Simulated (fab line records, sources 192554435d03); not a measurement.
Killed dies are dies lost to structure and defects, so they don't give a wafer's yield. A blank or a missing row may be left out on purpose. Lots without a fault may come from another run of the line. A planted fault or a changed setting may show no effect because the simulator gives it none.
Chamber matching | flow n5_finfet | N5_BEOL_M3_DESCUM_33 on rie_diel-04: 4 sister chambers
The step chemistry O2, time 7 s. 8 wafers are shown with their chamber, then 7 later ones without.

WAFERS WITH THEIR CHAMBER
wafer  | chamber | showerhead_plenum_p_Torr (Torr) | throttle_valve_pct (%)
L074.1 | 3       | 2.00                            | 20.81
L080.5 | 0       | 2.06                            | 20.28
L081.6 | 0       | 2.06                            | 20.26
L087.1 | 1       | 2.12                            | 19.92
L087.5 | 2       | 2.21                            | 20.16
L087.6 | 1       | 2.12                            | 19.92
L090.1 | 3       | 1.98                            | 20.87
L090.3 | 2       | 2.21                            | 20.17

WAFERS WITHOUT THEIR CHAMBER
wafer  | showerhead_plenum_p_Torr (Torr) | throttle_valve_pct (%)
L090.4 | 2.05                            | 20.27
L092.1 | 1.98                            | 20.89
L092.2 | 2.12                            | 19.94
L092.4 | 2.05                            | 20.28
L093.2 | 2.20                            | 20.18
L093.5 | 2.12                            | 19.95
L093.6 | 2.05                            | 20.28

WHICH CHAMBER EACH WENT THROUGH
wafer  | from the rows above | in truth
L090.4 | 0                   | 0
L092.1 | 3                   | 3
L092.2 | 1                   | 1
L092.4 | 0                   | 0
L093.2 | 2                   | 2
L093.5 | 1                   | 1
L093.6 | 0                   | 0
Placed correctly: 7 of 7. Can't be placed from these rows: 0. Placed wrongly: 0.
How it was worked out, from the rows above alone: a wafer's distance from a chamber is the root of the sum, over the readings, of the square of ((its reading less the chamber's mean) divided by the reading's scatter). The wafer belongs to the nearest chamber; if the next one is less than 2 further off, it can't be placed. A chamber's mean is the mean of its shown wafers. The scatter: the root of (the sum of the squares of (reading less its chamber's mean) over the shown wafers, divided by (wafers less chambers)).
